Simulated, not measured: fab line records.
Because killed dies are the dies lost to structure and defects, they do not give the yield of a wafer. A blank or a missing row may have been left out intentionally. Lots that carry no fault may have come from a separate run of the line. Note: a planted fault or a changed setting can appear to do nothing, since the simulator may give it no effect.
fab line records + flow n5Finfet
record
- lots=4
- wafers=11
- lastDay=17
route steps=1938 shown BEOL_M4@1099 BEOL_M5@1112 BEOL_M9@1405 PASSIVATION@1936
lots that met no fault: from a run of the same line without faults
startH: start of the lot's first displayed wafer, in hours after the record's first day + waitH: hours since the lot's step before + " repeats the value in the row above + L1.1+2: several wafers, shown together as one row + - no value, or no start was given + * or withheld: withheld + < > ~ a bound
route shown NAME@n: a module of which the file shows steps, and the number in the route of the first + usual: mean/standard deviation of fault-free wafers + same: alike in all rows + chamber/n: place in a boat + sites: per-site readings + _std_site: the standard deviation of these + _edge_site: the outer-site mean with the inner-site mean subtracted + radiusMm: for every site, how far away it sits from the centre of the wafer + mask NAME#n: copy n + behind: tool/chamber where the wafer was last shaped + hold: the reason the lot was held/the length of the hold in hours/how it ended + device: whichever transistor did not switch (one of n, p or np) + end of line: the route-end tests of the same wafers + a step with no rows: only its recipe + killed: at the first sort, the dies lost to defects and structure; wafer yield is something else + map: dies across one wafer; x = killed, . = not, _ = none there
set.NAME: the setting that was run; set.NAME@STEP: the one run at that earlier step + model.NAME: the simulator's own value behind a step, which no gauge read
lots seen at some steps along the route; tables by step, rows by wafer
services: the hour from which a tool's chamber was out of use, counted from the record's first day as startH (under 0 if before that day), plus the number of hours and why
## steps
# step N5_BEOL_M4_ANNEAL_95
# recipe
- tempC=400
- timeS=240
- ambient=vacuum
# step N5_BEOL_M4_SPUTTER_96
# recipe
- material=Cu
- targetThkA=45
- tempC=-20
- chamberPressurePa=0.07
- powerW=withheld
- timeS=8.29
# step N5_BEOL_M4_ECD_50
# recipe
- material=Cu
- targetThkA=3000
# step N5_BEOL_M4_ANNEAL_51
# recipe
- tempC=225
- timeS=90
- ambient=N2
# step N5_BEOL_M4_CMP_52
# recipe
- stopOn=SiOC
- tOverpolishS=6.8
- downForcePsi=1
- platenRpm=50
- clearingPlatenDownForcePsi=1.5
- clearingPlatenRpm=50
- postCmpClean=cuAlkaline
- targetThkNm=40
- clearingPlatenPadVelocityMS=0.99484
- padVelocityMS=0.99484
# step N5_BEOL_M4_PRE_CLEAN_60
# recipe
- gas=NH3/H2
- timeS=15
- tempC=*
- rfPowerW=300
# step N5_BEOL_M4_CO_CAP_55
# recipe
- material=Co
- targetThkA=20
- tempC=200
- precursor=CCTBA/H2
- pressureTorr=30
- timeS=102.1
# step N5_BEOL_M4_PRE_CLEAN_56
# recipe
- gas=NH3
- timeS=15
- tempC=withheld
- rfPowerW=300
# step N5_BEOL_M4_DEP_57
# recipe
- material=SiCN
- targetThkA=80
- tempC=withheld
- precursor=3MS/NH3
- pressureTorr=3
- rfW=202
- timeS=14
# step N5_BEOL_M4_RC_MEAS_101
# usual
- DIBL_N=36.0/1.6
- DIBL_P=36.1/2
- IOFF_N=0.160/0.029
- IOFF_P=0.21/0.039
- ION_N=675/13
- ION_P=464/8.8
- SS_N=71.5/0.58
- SS_P=73.3/0.65
- VT_N=250/3.3
- VT_P=-249/3.6
| lot.wafer | tool      | chamber | startH | waitH | DIBL_N[mV/V] | DIBL_P[mV/V] | IOFF_N[nA/um] | IOFF_P[nA/um] | ION_N[uA/um] | ION_P[uA/um] | SS_N[mV/dec] | SS_P[mV/dec] | VT_N[mV] | VT_P[mV] |
|-----------|-----------|---------|--------|-------|--------------|--------------|---------------|---------------|--------------|--------------|--------------|--------------|----------|----------|
| L337.2    | prober-02 | 0       | 204.80 | 0.2   | 36.0         | 34.9         | 0.136         | 0.20          | 663          | 461          | 71.1         | 72.7         | 252      | -248     |
| L337.3    | "         | 0       | "      | "     | 37.8         | 37.3         | 0.179         | 0.24          | 683          | 467          | 71.7         | 73.8         | 248      | -248     |
| L337.5    | "         | 0       | "      | "     | 36.9         | 36.2         | 0.153         | 0.22          | 688          | 471          | 71.0         | 73.2         | 250      | -245     |
| L343.3    | prober-01 | 0       | 236.55 | 0.3   | 37.6         | 38.9         | 0.199         | 0.28          | 697          | 488          | 71.8         | 73.8         | 247      | -243     |
| L343.4    | "         | 0       | "      | "     | 35.5         | 35.7         | 0.150         | 0.22          | 671          | 464          | 71.2         | 73.6         | 251      | -246     |
| L346.1    | prober-02 | 0       | 244.03 | 0.0   | 36.5         | 35.4         | 0.163         | 0.22          | 673          | 463          | 71.4         | 73.5         | 250      | -248     |
| L346.3    | "         | 0       | "      | "     | 34.7         | 34.4         | 0.143         | 0.20          | 686          | 467          | 71.8         | 72.1         | 249      | -251     |
| L346.4    | "         | 0       | "      | "     | 37.0         | 36.9         | 0.184         | 0.24          | 688          | 476          | 71.2         | 74.4         | 243      | -245     |
| L355.1    | prober-01 | 0       | 301.85 | 0.0   | 37.7         | 37.7         | 0.188         | 0.25          | 670          | 463          | 72.1         | 73.4         | 248      | -244     |
| L355.4    | "         | 0       | "      | "     | 36.6         | 37.8         | 0.174         | 0.26          | 666          | 471          | 72.0         | 73.7         | 248      | -244     |
| L355.5    | "         | 0       | "      | "     | 35.3         | 35.9         | 0.151         | 0.22          | 675          | 465          | 70.9         | 72.9         | 249      | -248     |
# step N5_BEOL_M5_ILD_DEP_00
# recipe
- material=SiCOH_lowk
- targetThkA=1406.4
- tempC=300
- precursor=DEMS/porogen
- pressureTorr=5
- rfW=500
- timeS=25.9
# step N5_BEOL_M5_CURE_79
# recipe
- tempC=385
- timeS=240
- ambient=He/Ar
- material=SiCOH_lowk
# step N5_BEOL_M5_PECVD_70
# recipe
- material=SiO2
- targetThkA=160
- tempC=400
- precursor=TEOS/O2
- pressureTorr=5.5
- rfW=450
- teosFlowSccm=53.8
- gas=O2
- flowSccm=3000
- timeS=18
# step N5_BEOL_M5_HM_DEP_02
# recipe
- material=TiN
- targetThkA=200
- tempC=25
- chamberPressurePa=0.49996
# step N5_BEOL_M5_COAT_59
# recipe
- resist=SOC
- tempC=250
- timeS=60
- spinRpm=1500
- resistThkNm=60
# step N5_BEOL_M5_COAT_60
# recipe
- resist=SiARC
- tempC=220
- timeS=60
- spinRpm=1500
- resistThkNm=12
# step N5_BEOL_M5_COAT_71
# recipe
- resist=underlayer
- tempC=205
- timeS=60
- spinRpm=1500
- resistThkNm=5
# step N5_BEOL_M5_COAT_05
# recipe
- resist=CAR-EUV
- spinRpm=1500
- resistThkNm=30
# step N5_BEOL_M5_EBR_07
# recipe
- solvent=PGMEA
- ebrWidthMm=1.5
# step N5_BEOL_M5_SOFTBAKE_06
# recipe
- tempC=110
- timeS=60
- resist=CAR-EUV
# step N5_BEOL_M5_EXPOSE_08
# recipe
- maskId=M5
- na=0.33
- sourceShape=annular
- sigmaInner=0.4
- sigmaOuter=0.8
- polarization=unpolarized
- targetCdNm=28
- doseMj=35.75
# step N5_BEOL_M5_PEB_09
# recipe
- pebTempC=100
- pebTimeS=60
- resist=CAR-EUV
# step N5_BEOL_M5_DEVELOP_10
# recipe
- developTimeS=30
- developer=TMAH
- resist=CAR-EUV
- rinseLiquid=surfactantRinse
- dry=airSpin
- devTempC=23
# step N5_BEOL_M5_DESCUM_16
# recipe
- chemistry=O2
- timeS=7
- sourcePowerW=50
- biasPowerW=20
- pressureMtorr=20
- rfFrequencyHz=2.712e+07
- tempC=40
- resist=CAR-EUV
- o2FlowSccm=225
# step N5_BEOL_M5_ETCH_72
# recipe
- chemistry=N2/H2
- target=underlayer
- targetDepthA=65
- maskMaterial=CAR-EUV
- timeS=5.2
- ionEnergyEv=200
- pressureMtorr=30
- sourceW=840
- biasW=150
- n2FlowSccm=200
- h2FlowSccm=200
- ends=cleared
# step N5_BEOL_M5_ETCH_61
# recipe
- chemistry=CF4
- target=SiARC
- targetDepthA=156
- maskMaterial=CAR-EUV
- timeS=26
- ionEnergyEv=80
- pressureMtorr=40
- sourceW=545
- biasW=36
- Ar_flow_sccm=100
- cf4FlowSccm=100
- ends=cleared
# step N5_BEOL_M5_ETCH_62
# recipe
- chemistry=N2/H2
- target=SOC
- targetDepthA=750
- overetchA=150
- maskMaterial=SiARC
- tempC=40
- timeS=112.5
- ionEnergyEv=200
- pressureMtorr=30
- sourceW=840
- biasW=150
- n2FlowSccm=200
- h2FlowSccm=200
# step N5_BEOL_M5_STRIP_63
# recipe
- chemistry=N2/H2
- tempC=40
- n2FlowSccm=200
- h2FlowSccm=200
- rfFrequencyHz=6e+07
# step N5_BEOL_M5_STRIP_73
# recipe
- chemistry=N2/H2
- tempC=40
- n2FlowSccm=200
- h2FlowSccm=200
- rfFrequencyHz=6e+07
# step N5_BEOL_M5_STRIP_64
# recipe
- chemistry=CF4
- resist=SiARC
- powerW=300
- biasPowerW=75
- pressureMtorr=50
- cf4FlowSccm=150
- rfFrequencyHz=6e+07
# step N5_BEOL_M5_HM_OPEN_17
# recipe
- chemistry=Cl2/BCl3
- targetDepthA=200
- overetchA=60
- target=TiN
- maskMaterial=SOC
- ionEnergyEv=150
- pressureMtorr=10
- icpW=1000
- biasW=126
- Cl2_flow_sccm=53.25
- bcl3FlowSccm=21.75
- Ar_flow_sccm=25
# step N5_BEOL_M5_STRIP_19
# recipe
- chemistry=O2
- powerW=400
- tempC=40
- pressureMtorr=30
- rfFrequencyHz=6e+07
- biasPowerW=0
- overashFraction=0.2
- o2FlowSccm=225
# step N5_BEOL_M5_COAT_65
# recipe
- resist=SOC
- tempC=250
- timeS=60
- spinRpm=1500
- resistThkNm=60
# step N5_BEOL_M5_COAT_66
# recipe
- resist=SiARC
- tempC=220
- timeS=60
- spinRpm=1500
- resistThkNm=12
# step N5_BEOL_M9_HM_DEP_02
# recipe
- material=TiN
- targetThkA=200
- tempC=25
- chamberPressurePa=0.49996
# usual
- throttleValvePct=30.1/0.64
| lot.wafer | tool          | chamber | startH | waitH | throttleValvePct | model.TiN_of_BEOL_M9_HM_DEP_02.thkNm |
|-----------|---------------|---------|--------|-------|------------------|--------------------------------------|
| L337.2    | pvdSputter-01 | -       | 245.21 | 4.1   | 29.8             | 19.8                                 |
| L337.3    | "             | -       | "      | "     | 30.2             | 19.8                                 |
| L337.5    | "             | -       | "      | "     | 30.3             | 19.8                                 |
| L343.3    | pvdSputter-01 | -       | 288.11 | 0.7   | 30.3             | 27.8                                 |
| L343.4    | "             | -       | "      | "     | 29.6             | 19.6                                 |
| L346.1    | pvdSputter-01 | -       | 290.61 | 0.9   | 29.7             | 20                                   |
| L346.3    | "             | -       | "      | "     | 30.1             | 27.8                                 |
| L346.4    | "             | -       | "      | "     | 29.5             | 19.8                                 |
| L355.1    | pvdSputter-02 | -       | 341.47 | 0.3   | 30.5             | 19.8                                 |
| L355.4    | "             | -       | "      | "     | 29.7             | 19.8                                 |
| L355.5    | "             | -       | "      | "     | 30.4             | 19.8                                 |
# step N5_BEOL_M9_HM_OPEN_17
# recipe
- chemistry=Cl2/BCl3
- targetDepthA=200
- overetchA=60
- target=TiN
- maskMaterial=SOC
- ionEnergyEv=150
- pressureMtorr=10
- icpW=1000
- biasW=126
- Cl2_flow_sccm=53.25
- bcl3FlowSccm=21.75
- Ar_flow_sccm=25
# usual
- bcl3FlowSccm=21.75/0.06
- chamberPressureMTorr=10.001/0.0094
- drypumpMotorCurrentA=6.0/0.4
- oesProductAu=0.66/0.083
- throttleValvePct=22.15/0.18
| lot.wafer | tool        | chamber | startH | waitH | bcl3FlowSccm | chamberPressureMTorr | drypumpMotorCurrentA | oesProductAu | rfHoursCounterH | throttleValvePct | model.etch.depthNm |
|-----------|-------------|---------|--------|-------|--------------|----------------------|----------------------|--------------|-----------------|------------------|--------------------|
| L337.2    | rieMetal-02 | 1       | 245.94 | 0.0   | 21.69        | 9.991                | 6.5                  | 0.59         | 81              | 22.16            | 19.76              |
| L337.3    | "           | 0       | "      | "     | 21.80        | 9.986                | 6.3                  | 0.72         | -               | 22.23            | 19.78              |
| L337.5    | "           | 1       | "      | "     | 21.73        | 10.002               | 6.5                  | 0.59         | -               | 22.13            | 19.77              |
| L343.3    | rieMetal-02 | 0       | 288.87 | 0.1   | 21.69        | 10.003               | 6.3                  | 0.85         | -               | 22.03            | 25.93              |
| L343.4    | "           | 1       | "      | "     | 21.71        | 10.006               | 6.5                  | 0.58         | -               | 22.17            | 19.7               |
| L346.1    | rieMetal-03 | 0       | 291.70 | 0.0   | 21.81        | 9.999                | 5.7                  | 0.81         | 3               | 21.91            | 20.04              |
| L346.3    | "           | 0       | "      | "     | 21.76        | 9.983                | 5.7                  | 0.94         | -               | 21.71            | 25.79              |
| L346.4    | "           | 1       | "      | "     | 21.83        | 9.997                | 5.5                  | 0.60         | -               | 22.23            | 19.86              |
| L355.1    | rieMetal-02 | 0       | 342.68 | 0.0   | 21.83        | 10.015               | 6.3                  | 0.70         | 22              | 22.26            | 19.72              |
| L355.4    | "           | 0       | "      | "     | 21.78        | 9.989                | 6.3                  | 0.71         | -               | 22.25            | 19.85              |
| L355.5    | "           | 0       | "      | "     | 21.82        | 10.008               | 6.3                  | 0.70         | -               | 22.25            | 19.7               |
# step N5_BEOL_M9_TRENCH_ETCH_37
# recipe
- chemistry=C4F6/O2
- targetDepthA=1514.3
- target=SiCOH_lowk
- timeS=49
- ionEnergyEv=250
- pressureMtorr=30
- sourceW=345
- biasW=185
- Ar_flow_sccm=300
- C4F6_flow_sccm=10
- O2_flow_sccm=10
# usual
- chamberPressureMTorr=30.004/0.026
- drypumpMotorCurrentA=5.7/0.43
- oesProductAu=0.73/0.063
- rfVppV=669/13
- showerheadPlenumPTorr=2.84/0.1
- throttleValvePct=21.02/0.2
| lot.wafer | tool       | chamber | startH | waitH | chamberPressureMTorr | drypumpMotorCurrentA | oesProductAu | rfHoursCounterH | rfVppV | showerheadPlenumPTorr | throttleValvePct | model.TiN_of_BEOL_M9_HM_DEP_02.thkNm |
|-----------|------------|---------|--------|-------|----------------------|----------------------|--------------|-----------------|--------|-----------------------|------------------|--------------------------------------|
| L337.2    | rieDiel-02 | 2       | -      | -     | 30.003               | 5.0                  | 0.73         | 206             | 668    | 2.81                  | 20.80            | 15.6                                 |
| L337.3    | "          | 1       | "      | "     | 30.023               | 6.2                  | 0.70         | 209             | 665    | 2.94                  | 21.00            | 15.6                                 |
| L337.5    | "          | 3       | "      | "     | 29.999               | 5.9                  | 0.68         | -               | 664    | 2.70                  | 20.98            | 15.6                                 |
| L343.3    | rieDiel-01 | 0       | -      | -     | 30.010               | 6.0                  | 0.75         | 182             | 664    | 2.72                  | 21.12            | 23.6                                 |
| L343.4    | "          | 2       | "      | "     | 30.040               | 5.9                  | 0.70         | 217             | 691    | 2.94                  | 21.19            | 15.6                                 |
| L346.1    | rieDiel-05 | 0       | -      | -     | 30.011               | 5.9                  | 0.80         | 106             | 694    | 2.98                  | 21.05            | 15.8                                 |
| L346.3    | "          | 2       | "      | "     | 30.029               | 5.6                  | 0.68         | 244             | 645    | 2.93                  | 21.06            | 23.8                                 |
| L346.4    | "          | 1       | "      | "     | 29.992               | 5.7                  | 0.69         | -               | 677    | 2.73                  | 21.47            | 15.8                                 |
| L355.1    | rieDiel-01 | 2       | -      | -     | 29.994               | 5.9                  | 0.68         | 234             | 692    | 2.93                  | 21.23            | 15.6                                 |
| L355.4    | "          | 1       | "      | "     | 30.020               | 6.5                  | 0.83         | 92              | 662    | 2.85                  | 20.76            | 15.6                                 |
| L355.5    | "          | 1       | "      | "     | 29.993               | 6.5                  | 0.83         | -               | 662    | 2.85                  | 20.76            | 15.4                                 |
# step N5_BEOL_M9_OCD_MEAS_38
# usual
- trenchDepthNm=149.9/2.5
| lot.wafer | tool   | chamber | startH | waitH | trenchDepthNm |
|-----------|--------|---------|--------|-------|---------------|
| L337.2    | ocd-01 | -       | 251.51 | -     | 150.1         |
| L337.3    | "      | -       | "      | "     | 149.2         |
| L337.5    | "      | -       | "      | "     | 148.3         |
| L343.3    | ocd-01 | -       | 290.51 | -     | 109.2         |
| L343.4    | "      | -       | "      | "     | 147.9         |
| L346.1    | ocd-01 | -       | 293.19 | -     | 151.6         |
| L346.3    | "      | -       | "      | "     | 99.7          |
| L346.4    | "      | -       | "      | "     | 147.2         |
| L355.1    | ocd-02 | -       | 344.43 | -     | 147.6         |
| L355.4    | "      | -       | "      | "     | 151.6         |
| L355.5    | "      | -       | "      | "     | 153.3         |
# step N5_PASSIVATION_PROBE_49
# usual
- defectLimitedYield=91.0/1.3
- killed_at_M0_to_M3=36/9.5
- killed_at_M4_up=14/5.6
- killedAtContacts=12/6.4
- killedAtFrontEnd=40/10
- killedAtOther=3.2/3
- killedDies=107/15
- killedOpen=69/12
- killedShort=35/7.7
- sort_bin_5_function=5.3/0.91
- sort_bin_6_memory=3.3/0.65
- sortNPass=1073/15
- sortYieldPct=91.0/1.3
# same
- grossDies=1180
- killedAtBackSide=0
- sort_bin_4_leakage[%]=0
- sort_bin_8_speed[%]=0
| lot.wafer | tool      | chamber | startH | waitH | defectLimitedYield[%] | killed_at_M0_to_M3 | killed_at_M4_up | killedAtContacts | killedAtFrontEnd | killedAtOther | killedDies | killedOpen | killedShort | sort_bin_5_function[%] | sort_bin_6_memory[%] | sortNPass | sortYieldPct[%] |
|-----------|-----------|---------|--------|-------|-----------------------|--------------------|-----------------|------------------|------------------|---------------|------------|------------|-------------|------------------------|----------------------|-----------|-----------------|
| L343.3    | prober-01 | -       | 354.78 | 0.1   | 58.8                  | 51                 | 380             | 13               | 38               | 4             | 486        | 78         | 43          | 37.0                   | 4.1                  | 694       | 58.8            |
| L343.4    | prober-01 | -       | 354.83 | 0.2   | 90.7                  | 36                 | 15              | 20               | 39               | 0             | 110        | 73         | 36          | 5.8                    | 3.2                  | 1070      | 90.7            |
| L346.1    | prober-02 | -       | 358.16 | 0.0   | 89.2                  | 56                 | 20              | 4                | 44               | 3             | 127        | 84         | 41          | 6.0                    | 4.6                  | 1053      | 89.2            |
| L346.3    | prober-02 | -       | 358.26 | 0.1   | 50.1                  | 44                 | 481             | 8                | 53               | 3             | 589        | 79         | 41          | 45.8                   | 3.5                  | 591       | 50.1            |
| L346.4    | prober-02 | -       | 358.31 | 0.2   | 91.1                  | 29                 | 27              | 5                | 38               | 6             | 105        | 74         | 31          | 5.1                    | 3.4                  | 1075      | 91.1            |
| L355.1    | prober-01 | -       | 410.00 | 0.0   | 92.1                  | 20                 | 19              | 24               | 29               | 1             | 93         | 63         | 29          | 4.3                    | 3.4                  | 1087      | 92.1            |
| L355.4    | prober-01 | -       | 410.15 | 0.2   | 91.4                  | 35                 | 13              | 29               | 22               | 2             | 101        | 76         | 23          | 5.3                    | 3.1                  | 1079      | 91.4            |
| L355.5    | prober-01 | -       | 410.20 | 0.2   | 90.8                  | 42                 | 14              | 14               | 36               | 3             | 109        | 63         | 44          | 5.1                    | 3.9                  | 1071      | 90.8            |
# killed by level:class
L343.3 BEOL_M9:areaOpen=364 BEOL_M0_SAQP:geometricParticle:open=18 BEOL_M0_SAQP:geometricParticle:short=12 MOL_CONTACT_COAG:geometricParticle:open=10 STI_FIN_REVEAL:geometricParticle:open=7 GATE_CUT:geometricParticle:short=6 BEOL_M4:geometricParticle:open=6 FIN_SAQP:geometricParticle:short=5
L343.4 MOL_CONTACT_COAG:geometricParticle:open=17 BEOL_M3:geometricParticle:open=11 BEOL_M4:geometricParticle:open=9 ILD0:geometricParticle:short=7 BEOL_M0_SAQP:geometricParticle:short=7 FIN_SAQP:geometricParticle:short=5 STI_FIN_REVEAL:geometricParticle:open=5 DUMMY_GATE:geometricParticle:open=5
L346.1 BEOL_M1:geometricParticle:open=20 STI_FIN_REVEAL:geometricParticle:open=14 BEOL_M0_SAQP:geometricParticle:short=10 BEOL_M0_SAQP:geometricParticle:open=8 FIN_SAQP:geometricParticle:short=7 BEOL_M2:geometricParticle:open=6 GATE_CUT:geometricParticle:short=5 BEOL_M8:geometricParticle:open=5
L346.3 BEOL_M9:areaOpen=466 STI_FIN_REVEAL:geometricParticle:open=16 BEOL_M1:geometricParticle:short=10 FIN_SAQP:geometricParticle:open=9 BEOL_M2:geometricParticle:open=8 BEOL_M4:geometricParticle:open=7 BEOL_M0_SAQP:geometricParticle:short=7 MOL_CONTACT_COAG:geometricParticle:open=6
L346.4 STI_FIN_REVEAL:geometricParticle:open=10 BEOL_M1:geometricParticle:open=9 BEOL_M4:geometricParticle:open=9 FIN_SAQP:geometricParticle:open=8 BEOL_M0_SAQP:geometricParticle:short=6 FIN_SAQP:geometricParticle:short=5 DUMMY_GATE:geometricParticle:open=4 MOL_CONTACT_COAG:geometricParticle:open=4
L355.1 MOL_CONTACT_COAG:geometricParticle:open=17 BEOL_M4:geometricParticle:open=10 BEOL_M1:geometricParticle:open=7 MOL_CONTACT_COAG:geometricParticle:short=6 FIN_SAQP:geometricParticle:short=5 DUMMY_GATE:geometricParticle:open=5 BEOL_M3:geometricParticle:open=5 FIN_SAQP:geometricParticle:open=4
L355.4 MOL_CONTACT_COAG:geometricParticle:open=27 BEOL_M0_SAQP:geometricParticle:open=8 BEOL_M2:geometricParticle:open=7 BEOL_M4:geometricParticle:open=7 STI_FIN_REVEAL:geometricParticle:open=5 BEOL_M1:geometricParticle:open=4 BEOL_M2:geometricParticle:short=4 BEOL_M7:geometricParticle:open=4
L355.5 BEOL_M0_SAQP:geometricParticle:open=13 BEOL_M0_SAQP:geometricParticle:short=12 MOL_CONTACT_COAG:geometricParticle:open=11 FIN_SAQP:geometricParticle:short=10 BEOL_M4:geometricParticle:open=7 FIN_SAQP:geometricParticle:open=4 STI_FIN_REVEAL:geometricParticle:open=4 BEOL_M2:geometricParticle:open=4
# map L343.3 (x killed, . not)
_________________.x..x...x.x.________________
______________...xx............x_____________
___________...x.x.......xx.x.......__________
__________......x....xx............._________
________.....xx........x...x....x....._______
_______...............x.x..........x...______
______....x.......xx.............xxx...._____
_____...............xxx..x...xx.x...x....____
____....x.......x...xx.x.x.x..xxx.xxx.xx..___
___.x....x.....xxxxx..x.x..x....xx.xx.x...x__
___....x......x.xxx..xx.xx.xx.x.xxxxx.....x__
__.x............xxxxxxx..xxx.xxxxxxxxx......_
__...........xxxxxxxxxxx.x..xxx.xxxx.xxxxx.x_
_.........x...xxx.xxxxxx.x.xxxxxxxxx.xxxxx...
_.........xxxxxxxxxxxxxxxx..xxxxxx..xx.x....x
_....x...xxxxxxxxxxxxxxxxxx..xxx.xx..........
_.........x.xxxxxxxxxxxxxx..xx...xxx........x
_x........xxxxxxxxxxxxxxxxxxxx.xxx...........
_..........xxxxxxxxxxxxxxxxxxxx...x..........
_..x.....xxxxxxxxxxxxxxxxxxxxxxxxx.x........x
_........xxxxxxxxxxxxxxxxxxxxxxxxx..x........
__........x.xxxxxxxxxxxxxxxxxxx..x.........._
__....xx....xxxxxxxxxxxxxxxxxxxx............_
___x.....xxxxxxxxxxxxxxx.xxxx.x...xx.x.....__
___.....x.x.xxxxxxxxxxxx.xx.xx..x..........__
____........xxxxxxxxxxxxxxx.x.xx..........___
_____....x.x.xxxxxxxxx.xx.x.xxx....x.....____
______x......xxxxxx.xx..x...x.......x..._____
_______...x....xx..xx.x....xxx.........______
________x........xxxxx...............x_______
__________....x..............xx....._________
___________......x.......x...x....x__________
______________.x.x.............x_____________
_________________............________________
# map L346.3 (x killed, . not)
_________________..x.....xx..________________
______________.............x.x.._____________
___________.x.x......x.x...x....x..__________
__________.............x..........x._________
________.x.xx....x.x..............x..._______
_______x..x..xx.......x...........x....______
______..x..x..xx....................x..x_____
_____..................xxx...............____
____xx.x.xx.xxxx....x.....x.....xx...xxxx.___
___......xxx.xxx..x...x..........x..x..x.x.__
___.....xx.xx..x...x..........x..x.xxx...x.__
__.....x..xx..xxx..x....x...x....xx.x..x..x._
__.x..xxxx.xx.xx.xxxxx.....xx...x.xxxxxxxxxx_
_.....xxxxx.xxx.x.xxxx.xxx.x.xxx.xxxxxxxx....
_......x...xx.xxx.xx..x..xxx.xxxxxxxxxx..x...
_......xxx....xxx...xxxxxxxx.xxxxxx.xx.x...x.
_......x..x.xxxx.x.xxxxx..xxxxxxxxxxxxx...x.x
_..........x...x.x.xx.xxx.xxxxxxxxxxxxx......
_.x....x..x....x....x.xxxxxxxxxxxxx.xxxx.....
_...x...x...x........xxxxxxxxxxxxxxxx..x.x...
_..............x.....x.xxxxxxxxxxxxxxx.xx....
__.x....x.......xx.xx.xxxxx.xxxxxxx.x...x..._
__.x............xxx..xxxxxxxxxxxxxxxxxx.xx.._
___xxx....xx.x..x.xxxxxxx.xxxxxxxxxxxxx...x__
___.x.xxx..x.x......xxxxxxxxxxxxxxxxx...x..__
____...xxx..x.xxxxxxx.xxxxxxxxxxxxxxxx....___
_____xxx.xxxxxx.xxx.xxxxxxxxxxxxxxxxxxx..____
______..x.xxxx.xx.xxxxxxxxxxxxxxxxxxxx.._____
_______xxx.xx..x.x.x...xxxxx.xxxxxxxxxx______
________xxx.x.xx..x.xx.xxxxxxxxxxxxx.x_______
__________x.xxxxx.xx.xx.xxxxxxxxxxxx_________
___________xxxx..x.x..xxxxxx...xxxx__________
______________x..xx.x.x.xxxxxxx._____________
_________________xxxx.xxxxxxx________________
## services
| tool          | chamber | startH | hours | kind                        |
|---------------|---------|--------|-------|-----------------------------|
| rieMetal-03   | 0       | 231.55 | -     | clean                       |
| rieMetal-03   | 0       | 231.55 | 20.6  | scheduledDown               |
| rieMetal-03   | 0       | 231.55 | 20.6  | ventCycle                   |
| pvdSputter-01 | -       | 265.37 | 5.6   | repair                      |
| rieDiel-05    | 3       | 291.67 | -     | clean                       |
| rieDiel-05    | 3       | 291.67 | -     | consumableReplace:focusRing |
| rieDiel-05    | 3       | 291.67 | 12.5  | scheduledDown               |
| rieDiel-05    | 3       | 291.67 | 12.5  | ventCycle                   |
| rieMetal-02   | -       | 304.64 | 2.8   | pm                          |
| rieDiel-05    | 2       | 312.84 | -     | clean                       |
| rieDiel-05    | 2       | 312.84 | -     | consumableReplace:focusRing |
| rieDiel-05    | 2       | 312.84 | 16.0  | scheduledDown               |
| rieDiel-05    | 2       | 312.84 | 16.0  | ventCycle                   |
## key
firstSign
- step=N5_BEOL_M9_OCD_MEAS_38
- reading=trenchDepthNm
- direction=down
- sigmas=18
- usual=149.9
- struck=104.5
effect
- step=N5_PASSIVATION_PROBE_49
- reading=killed_at_M4_up
- direction=up
- sigmas=74
- usual=14
- struck=430
modelEffect
- step=N5_BEOL_M9_HM_DEP_02
- value=TiN_of_BEOL_M9_HM_DEP_02.thkNm
- without=20
- struck=27.8
modelEffect
- step=N5_BEOL_M9_HM_OPEN_17
- value=etch.depthNm
- without=20.09
- struck=25.86
modelEffect
- step=N5_BEOL_M9_TRENCH_ETCH_37
- value=TiN_of_BEOL_M9_HM_DEP_02.thkNm
- without=16.1
- struck=23.7
moreKillsBornAt
- N5_BEOL_M9_HM_OPEN_17@rieMetal-03=466
- N5_BEOL_M9_HM_OPEN_17@rieMetal-02=364
metAt N5_BEOL_M9_HM_DEP_02
struckWafers L343.3,L346.3
onsetBetween 245.21 288.11
fault
- kind=processParameterDrift
- tool=pvdSputter-01
- chamber=-
- onsetH=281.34
- steps=N5_BEOL_M9_HM_DEP_02
- channel=targetThkA
- offset=*
- shape=step
- endH=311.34
- scope=struckWafersOnly
- actsIn=*
- stated=*
